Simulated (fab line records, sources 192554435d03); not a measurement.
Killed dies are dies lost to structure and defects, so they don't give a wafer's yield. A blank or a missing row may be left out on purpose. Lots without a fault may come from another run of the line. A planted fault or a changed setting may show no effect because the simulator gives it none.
Which tool did it? | flow n5_finfet | 24 lots, 72 wafers sampled, at 6 steps of a route of 1938

WHAT THE GAUGES READ, wafer by wafer
N5_BEOL_M2_THK_MEAS_01.
lot  | measured     | on            | M2_ILD_THK (nm)
L076 | day 7 02:43  | film_metro-02 | 79.2 78.4 78.4
L074 | day 7 04:43  | film_metro-01 | 78.3 80.7 79.7
L075 | day 7 06:25  | film_metro-02 | 78.1 78.0 79.0
L078 | day 7 15:27  | film_metro-02 | 78.2 78.5 79.9
L077 | day 7 18:35  | film_metro-01 | 80.2 80.2 80.7
L079 | day 7 20:52  | film_metro-02 | 79.5 79.4 80.7
L080 | day 8 05:19  | film_metro-02 | 79.4 79.7 80.8
L081 | day 8 05:36  | film_metro-02 | 78.1 79.3 79.3
L082 | day 8 11:14  | film_metro-02 | 78.5 77.5 79.1
L083 | day 9 01:46  | film_metro-02 | 77.8 78.5 78.3
L084 | day 9 04:33  | film_metro-02 | 78.7 78.3 80.1
L085 | day 9 08:14  | film_metro-02 | 78.2 80.0 79.1
L086 | day 9 13:47  | film_metro-02 | 78.9 78.0 77.8
L087 | day 9 17:39  | film_metro-02 | 76.8 77.5 79.2
L088 | day 10 08:10 | film_metro-01 | 76.1 78.4 80.3
L089 | day 10 18:01 | film_metro-01 | 78.1 77.1 77.9
L091 | day 11 02:30 | film_metro-01 | 77.9 77.9 80.2
L090 | day 11 12:05 | film_metro-02 | 78.5 77.1 78.1
L092 | day 11 17:07 | film_metro-02 | 78.5 76.9 79.3
L093 | day 11 22:51 | film_metro-01 | 76.8 78.3 78.4
L095 | day 12 00:21 | film_metro-02 | 79.0 79.5 78.6
L094 | day 12 05:55 | film_metro-01 | 78.3 78.2 79.5
L096 | day 12 08:28 | film_metro-02 | 78.5 79.7 80.9
L097 | day 12 09:45 | film_metro-01 | 79.6 77.5 79.3

N5_BEOL_M2_CD_MEAS_18: pitch 36 nm, target cd 18 nm.
lot  | measured     | on        | cd_nm (nm)
L076 | day 7 06:08  | cd_sem-02 | 18.4 18.6 18.0
L074 | day 7 06:46  | cd_sem-02 | 18.3 18.3 18.2
L075 | day 7 09:29  | cd_sem-03 | 18.1 17.6 17.7
L078 | day 7 19:58  | cd_sem-02 | 18.1 17.8 17.3
L077 | day 7 20:53  | cd_sem-02 | 18.3 18.2 18.4
L079 | day 7 23:08  | cd_sem-03 | 18.6 18.4 17.8
L080 | day 8 07:16  | cd_sem-02 | 18.0 18.2 18.1
L081 | day 8 08:02  | cd_sem-03 | 18.2 18.4 18.6
L082 | day 8 12:40  | cd_sem-03 | 17.5 18.8 17.4
L083 | day 9 04:53  | cd_sem-02 | 18.2 18.0 18.3
L084 | day 9 06:22  | cd_sem-02 | 18.3 18.0 18.1
L085 | day 9 10:35  | cd_sem-02 | 18.5 18.2 18.0
L086 | day 9 17:14  | cd_sem-03 | 18.4 18.0 17.9
L087 | day 9 20:12  | cd_sem-02 | 18.0 18.5 17.7
L088 | day 10 10:29 | cd_sem-03 | 18.4 18.5 18.3
L089 | day 10 21:14 | cd_sem-01 | 18.2 18.4 17.8
L091 | day 11 05:11 | cd_sem-02 | 18.2 18.1 18.5
L090 | day 11 13:21 | cd_sem-01 | 17.7 18.3 18.1
L092 | day 11 18:17 | cd_sem-01 | 18.4 18.3 18.1
L093 | day 12 01:16 | cd_sem-01 | 17.9 18.6 17.9
L095 | day 12 01:55 | cd_sem-01 | 18.4 18.7 18.1
L094 | day 12 07:32 | cd_sem-03 | 18.1 18.3 18.1
L096 | day 12 10:05 | cd_sem-03 | 18.3 18.5 18.3
L097 | day 12 10:55 | cd_sem-02 | 18.1 17.8 18.5

WHICH TOOL RAN EACH LOT (tool, then ch and the chambers of the sampled wafers, then the start)
lot  | N5_BEOL_M1_SPUTTER_86        | N5_BEOL_M1_SPUTTER_88        | N5_BEOL_M2_ETCH_64                 | N5_BEOL_M2_STRIP_66
L076 | pvd_sputter-01, day 7 00:16  | pvd_sputter-01, day 7 00:29  | rie_diel-04 ch 2,3, day 7 05:40    | rie_diel-04 ch 2,3, day 7 05:48
L074 | pvd_sputter-01, day 7 02:06  | pvd_sputter-01, day 7 02:19  | rie_diel-05 ch 0,3, day 7 06:19    | rie_diel-05 ch 0,3, day 7 06:27
L075 | pvd_sputter-01, day 7 03:59  | pvd_sputter-01, day 7 04:12  | rie_diel-03 ch 1,2,3, day 7 09:04  | rie_diel-03 ch 1,2,3, day 7 09:11
L078 | pvd_sputter-01, day 7 12:47  | pvd_sputter-01, day 7 13:00  | rie_diel-04 ch 0,1,2, day 7 19:32  | rie_diel-04 ch 0,1,2, day 7 19:40
L077 | pvd_sputter-02, day 7 16:20  | pvd_sputter-02, day 7 16:33  | rie_diel-05 ch 0,1, day 7 20:32    | rie_diel-05 ch 0,1, day 7 20:40
L079 | pvd_sputter-03, day 7 18:07  | pvd_sputter-03, day 7 18:20  | rie_diel-04 ch 1,2,3, day 7 22:47  | rie_diel-04 ch 1,2,3, day 7 22:55
L080 | pvd_sputter-02, day 8 02:34  | pvd_sputter-02, day 8 02:47  | rie_diel-04 ch 0,2,3, day 8 06:49  | rie_diel-04 ch 0,2,3, day 8 06:56
L081 | pvd_sputter-03, day 8 03:01  | pvd_sputter-03, day 8 03:14  | rie_diel-05 ch 1,2,3, day 8 07:34  | rie_diel-05 ch 1,2,3, day 8 07:42
L082 | pvd_sputter-01, day 8 08:57  | pvd_sputter-01, day 8 09:10  | rie_diel-03 ch 0,1,3, day 8 12:17  | rie_diel-03 ch 0,1,3, day 8 12:25
L083 | pvd_sputter-02, day 8 23:14  | pvd_sputter-02, day 8 23:27  | rie_diel-04 ch 0,1,3, day 9 04:32  | rie_diel-04 ch 0,1,3, day 9 04:40
L084 | pvd_sputter-03, day 9 02:16  | pvd_sputter-03, day 9 02:29  | rie_diel-05 ch 0,1,2, day 9 05:54  | rie_diel-05 ch 0,1,2, day 9 06:02
L085 | pvd_sputter-02, day 9 05:52  | pvd_sputter-02, day 9 06:05  | rie_diel-03 ch 0,2,3, day 9 10:14  | rie_diel-03 ch 0,2,3, day 9 10:22
L086 | pvd_sputter-01, day 9 11:25  | pvd_sputter-01, day 9 11:38  | rie_diel-05 ch 0,2,3, day 9 16:47  | rie_diel-05 ch 0,2,3, day 9 16:56
L087 | pvd_sputter-01, day 9 15:12  | pvd_sputter-01, day 9 15:25  | rie_diel-05 ch 0,3, day 9 19:51    | rie_diel-05 ch 0,3, day 9 19:59
L088 | pvd_sputter-03, day 10 05:52 | pvd_sputter-03, day 10 06:05 | rie_diel-04 ch 0,1, day 10 10:00   | rie_diel-04 ch 0,1, day 10 10:11
L089 | pvd_sputter-02, day 10 10:11 | pvd_sputter-02, day 10 10:24 | rie_diel-04 ch 0,2, day 10 20:50   | rie_diel-04 ch 0,2, day 10 20:58
L091 | pvd_sputter-01, day 10 23:05 | pvd_sputter-01, day 10 23:18 | rie_diel-04 ch 0,1,2, day 11 04:50 | rie_diel-04 ch 0,1,2, day 11 04:58
L090 | pvd_sputter-03, day 11 09:47 | pvd_sputter-03, day 11 10:01 | rie_diel-04 ch 1,2,3, day 11 12:46 | rie_diel-04 ch 1,2,3, day 11 12:55
L092 | pvd_sputter-01, day 11 14:47 | pvd_sputter-01, day 11 15:00 | rie_diel-04 ch 1,2, day 11 17:55   | rie_diel-04 ch 1,2, day 11 18:04
L093 | pvd_sputter-01, day 11 18:37 | pvd_sputter-01, day 11 18:50 | rie_diel-03 ch 0,1, day 12 00:41   | rie_diel-03 ch 0,1, day 12 00:49
L095 | pvd_sputter-03, day 11 22:04 | pvd_sputter-03, day 11 22:17 | rie_diel-04 ch 0,2,3, day 12 01:33 | rie_diel-04 ch 0,2,3, day 12 01:41
L094 | pvd_sputter-03, day 12 02:35 | pvd_sputter-03, day 12 02:49 | rie_diel-05 ch 1,2, day 12 07:11   | rie_diel-05 ch 1,2, day 12 07:19
L096 | pvd_sputter-01, day 12 06:11 | pvd_sputter-01, day 12 06:24 | rie_diel-04 ch 0,1,3, day 12 09:44 | rie_diel-04 ch 0,1,3, day 12 09:52
L097 | pvd_sputter-03, day 12 07:27 | pvd_sputter-03, day 12 07:40 | rie_diel-04 ch 0,1,3, day 12 10:26 | rie_diel-04 ch 0,1,3, day 12 10:34
- N5_BEOL_M1_SPUTTER_86: material Cu, target thk 4.5 nm, time 8.29 s.
- N5_BEOL_M1_SPUTTER_88: material Cu, target thk 4.5 nm, time 8.29 s.
- N5_BEOL_M2_ETCH_64: etches SOC in N2/H2, target depth 75 nm, overetch 22.5 nm, time 121.9 s.
- N5_BEOL_M2_STRIP_66: strips in CF4.

WHAT THE TOOLS THEMSELVES READ (means of the sampled wafers that have a number; where no wafer has one, the mark that the record gives instead)
N5_BEOL_M1_SPUTTER_86.
lot  | tool           | throttle_valve_pct (%)
L076 | pvd_sputter-01 | 31.6
L074 | pvd_sputter-01 | 31.0
L075 | pvd_sputter-01 | 31.4
L078 | pvd_sputter-01 | 30.8
L077 | pvd_sputter-02 | 29.7
L079 | pvd_sputter-03 | 30.4
L080 | pvd_sputter-02 | 29.7
L081 | pvd_sputter-03 | 29.5
L082 | pvd_sputter-01 | 30.7
L083 | pvd_sputter-02 | 30.0
L084 | pvd_sputter-03 | 29.8
L085 | pvd_sputter-02 | 30.2
L086 | pvd_sputter-01 | 31.5
L087 | pvd_sputter-01 | 30.0
L088 | pvd_sputter-03 | 29.7
L089 | pvd_sputter-02 | 30.2
L091 | pvd_sputter-01 | 30.7
L090 | pvd_sputter-03 | 29.3
L092 | pvd_sputter-01 | 31.4
L093 | pvd_sputter-01 | 30.6
L095 | pvd_sputter-03 | 30.0
L094 | pvd_sputter-03 | 29.7
L096 | pvd_sputter-01 | 31.9
L097 | pvd_sputter-03 | 28.7

N5_BEOL_M1_SPUTTER_88.
lot  | tool           | throttle_valve_pct (%)
L076 | pvd_sputter-01 | 31.5
L074 | pvd_sputter-01 | 31.0
L075 | pvd_sputter-01 | 31.3
L078 | pvd_sputter-01 | 30.7
L077 | pvd_sputter-02 | 29.7
L079 | pvd_sputter-03 | 30.4
L080 | pvd_sputter-02 | 29.6
L081 | pvd_sputter-03 | 29.5
L082 | pvd_sputter-01 | 30.6
L083 | pvd_sputter-02 | 30.0
L084 | pvd_sputter-03 | 30.1
L085 | pvd_sputter-02 | 30.2
L086 | pvd_sputter-01 | 31.5
L087 | pvd_sputter-01 | 29.9
L088 | pvd_sputter-03 | 29.6
L089 | pvd_sputter-02 | 29.8
L091 | pvd_sputter-01 | 30.7
L090 | pvd_sputter-03 | 29.3
L092 | pvd_sputter-01 | 31.4
L093 | pvd_sputter-01 | 30.8
L095 | pvd_sputter-03 | 29.8
L094 | pvd_sputter-03 | 29.5
L096 | pvd_sputter-01 | 31.9
L097 | pvd_sputter-03 | 28.9

N5_BEOL_M2_ETCH_64.
lot  | tool        | chamber_pressure_mTorr (mTorr) | drypump_motor_current_A (A) | oes_product_au (a.u.) | rf_vpp_V (V) | showerhead_plenum_p_Torr (Torr) | throttle_valve_pct (%)
L076 | rie_diel-04 | 30.000                         | 5.8                         | 0.56                  | 524.0        | 2.56                            | 17.9
L074 | rie_diel-05 | 30.003                         | 5.5                         | 0.66                  | 522.7        | 2.52                            | 17.6
L075 | rie_diel-03 | 29.983                         | 5.0                         | 0.66                  | 523.0        | 2.49                            | 17.9
L078 | rie_diel-04 | 30.012                         | 5.8                         | 0.60                  | 523.1        | 2.51                            | 17.7
L077 | rie_diel-05 | 30.006                         | 5.4                         | 0.60                  | 525.9        | 2.63                            | 18.0
L079 | rie_diel-04 | 29.997                         | 5.8                         | 0.61                  | 523.6        | 2.55                            | 17.7
L080 | rie_diel-04 | 30.013                         | 5.8                         | 0.55                  | 523.9        | 2.51                            | 18.0
L081 | rie_diel-05 | 29.980                         | 5.9                         | 0.61                  | 524.4        | 2.57                            | 17.7
L082 | rie_diel-03 | 29.998                         | 5.2                         | 0.68                  | 524.4        | 2.56                            | 17.8
L083 | rie_diel-04 | 29.992                         | 6.2                         | 0.60                  | 524.9        | 2.59                            | 17.9
L084 | rie_diel-05 | 30.001                         | 5.7                         | 0.61                  | 525.8        | 2.60                            | 17.8
L085 | rie_diel-03 | 29.978                         | 5.3                         | 0.66                  | 524.6        | 2.56                            | 17.7
L086 | rie_diel-05 | 29.981                         | 5.8                         | 0.63                  | 524.0        | 2.55                            | 17.6
L087 | rie_diel-05 | 29.998                         | 5.3                         | 0.64                  | 524.1        | 2.56                            | 17.7
L088 | rie_diel-04 | 30.012                         | 6.3                         | 0.63                  | 524.9        | 2.57                            | 17.7
L089 | rie_diel-04 | 30.015                         | 5.3                         | 0.66                  | 527.9        | 2.64                            | 17.7
L091 | rie_diel-04 | 29.995                         | 5.8                         | 0.64                  | 524.9        | 2.60                            | 17.7
L090 | rie_diel-04 | 30.018                         | 5.8                         | 0.64                  | 526.2        | 2.64                            | 17.6
L092 | rie_diel-04 | 30.016                         | 5.4                         | 0.68                  | 527.4        | 2.66                            | 17.4
L093 | rie_diel-03 | 29.991                         | 5.0                         | 0.63                  | 523.0        | 2.55                            | 18.1
L095 | rie_diel-04 | 30.002                         | 5.8                         | 0.60                  | 526.0        | 2.61                            | 17.9
L094 | rie_diel-05 | 30.046                         | 6.2                         | 0.58                  | 524.5        | 2.59                            | 17.8
L096 | rie_diel-04 | 29.997                         | 6.2                         | 0.59                  | 525.3        | 2.58                            | 17.9
L097 | rie_diel-04 | 29.995                         | 6.2                         | 0.58                  | 523.6        | 2.57                            | 17.9

N5_BEOL_M2_STRIP_66.
lot  | tool        | chamber_pressure_mTorr (mTorr) | drypump_motor_current_A (A) | oes_product_au (a.u.) | rf_vpp_V (V) | showerhead_plenum_p_Torr (Torr) | throttle_valve_pct (%)
L076 | rie_diel-04 | 50.02                          | 5.8                         | 0.74                  | 271.6        | 1.82                            | 13.8
L074 | rie_diel-05 | 50.04                          | 5.5                         | 0.85                  | 271.1        | 1.79                            | 13.4
L075 | rie_diel-03 | 49.98                          | 5.0                         | 0.85                  | 270.6        | 1.75                            | 13.4
L078 | rie_diel-04 | 50.03                          | 5.8                         | 0.78                  | 271.4        | 1.78                            | 13.6
L077 | rie_diel-05 | 50.01                          | 5.4                         | 0.78                  | 273.5        | 1.85                            | 13.7
L079 | rie_diel-04 | 50.02                          | 5.7                         | 0.78                  | 270.8        | 1.80                            | 13.6
L080 | rie_diel-04 | 50.04                          | 5.8                         | 0.72                  | 270.6        | 1.79                            | 13.9
L081 | rie_diel-05 | 49.97                          | 5.9                         | 0.79                  | 272.0        | 1.81                            | 13.5
L082 | rie_diel-03 | 49.97                          | 5.2                         | 0.88                  | 270.8        | 1.80                            | 13.4
L083 | rie_diel-04 | 50.05                          | 6.2                         | 0.78                  | 271.0        | 1.83                            | 13.6
L084 | rie_diel-05 | 49.99                          | 5.7                         | 0.80                  | 271.6        | 1.84                            | 13.5
L085 | rie_diel-03 | 50.02                          | 5.3                         | 0.86                  | 270.7        | 1.80                            | 13.4
L086 | rie_diel-05 | 50.02                          | 5.8                         | 0.82                  | 271.6        | 1.80                            | 13.4
L087 | rie_diel-05 | 50.02                          | 5.3                         | 0.83                  | 271.2        | 1.81                            | 13.4
L088 | rie_diel-04 | 49.94                          | 6.3                         | 0.81                  | 271.2        | 1.81                            | 13.4
L089 | rie_diel-04 | 49.99                          | 5.3                         | 0.86                  | 272.0        | 1.88                            | 13.5
L091 | rie_diel-04 | 49.99                          | 5.8                         | 0.83                  | 272.0        | 1.84                            | 13.5
L090 | rie_diel-04 | 50.06                          | 5.8                         | 0.84                  | 272.1        | 1.87                            | 13.5
L092 | rie_diel-04 | 50.01                          | 5.4                         | 0.90                  | 272.3        | 1.88                            | 13.3
L093 | rie_diel-03 | 50.00                          | 5.0                         | 0.82                  | 270.8        | 1.79                            | 13.6
L095 | rie_diel-04 | 49.98                          | 5.8                         | 0.78                  | 272.3        | 1.85                            | 13.8
L094 | rie_diel-05 | 50.01                          | 6.2                         | 0.76                  | 272.3        | 1.82                            | 13.6
L096 | rie_diel-04 | 50.04                          | 6.2                         | 0.75                  | 270.2        | 1.82                            | 13.7
L097 | rie_diel-04 | 50.02                          | 6.2                         | 0.75                  | 271.0        | 1.82                            | 13.7

THE ANSWER, worked out from the rows above alone
Rule: what is usual is taken from the lots themselves. Put in order of their means at a reading, lots are off if they are a third of the lots or fewer, leave a main group of 4 or more, and stand apart from it by a gap of 3 or more times the standard deviation of the main group's means; of several such gaps the widest counts. A main group whose means are all the same, to the digits that the tables above print for the reading, isn't used. A lot without any number at a reading at which 4 lots or more have one is off too. The other lots that the step has rows for count as sound. The gauges are gone through in route order, then the tools' own readings, and for those a lot's mean is taken as printed above. The first step at which some lot is off is used, and at that step the reading that is off furthest; a lot without a number counts as furthest.
No lot is off at any reading shown: from this, nothing can be told.

WHAT THE SIMULATOR HAD PUT IN
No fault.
